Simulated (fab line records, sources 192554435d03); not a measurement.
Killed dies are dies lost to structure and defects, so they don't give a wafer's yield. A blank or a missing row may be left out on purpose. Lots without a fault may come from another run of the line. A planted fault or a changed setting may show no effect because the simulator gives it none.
Chamber matching | flow n5_finfet | N5_BEOL_M9_CMP_52 on cmp-04: 4 sister chambers
The step polishes, stops on SiCOH lowk, t overpolish 7 s, target thk 140 nm. 4 wafers are shown with their chamber, then 7 later ones without.

WAFERS WITH THEIR CHAMBER
wafer  | chamber | motor_current_A (A)
L091.1 | 2       | 6.4
L092.5 | 0       | 6.3
L093.2 | 3       | 7.7
L093.4 | 1       | 5.4

WAFERS WITHOUT THEIR CHAMBER
wafer  | motor_current_A (A)
L093.6 | 7.9
L094.4 | 6.6
L094.5 | 5.8
L094.6 | 8.1
L076.2 | 6.1
L076.3 | 5.6
L076.5 | 6.3

WHICH CHAMBER EACH WENT THROUGH
wafer  | from the rows above          | in truth
L093.6 | 3                            | 3
L094.4 | can't be placed: 2 or 0      | 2
L094.5 | can't be placed: 1 or 0 or 2 | 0
L094.6 | 3                            | 3
L076.2 | can't be placed: 0 or 2 or 1 | 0
L076.3 | can't be placed: 1 or 0      | 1
L076.5 | can't be placed: 0 or 2      | 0
Placed correctly: 2 of 7. Can't be placed from these rows: 5 (the true chamber is among the candidates in 5). Placed wrongly: 0.
How it was worked out, from the rows above alone: a wafer's distance from a chamber is the root of the sum, over the readings, of the square of ((its reading less the chamber's mean) divided by the reading's scatter). The wafer belongs to the nearest chamber; if the next one is less than 2 further off, it can't be placed. A chamber's mean is the mean of its shown wafers. The scatter: with one shown wafer a chamber, the root of the mean of the squares of how far each hidden wafer lies from its nearest shown one.
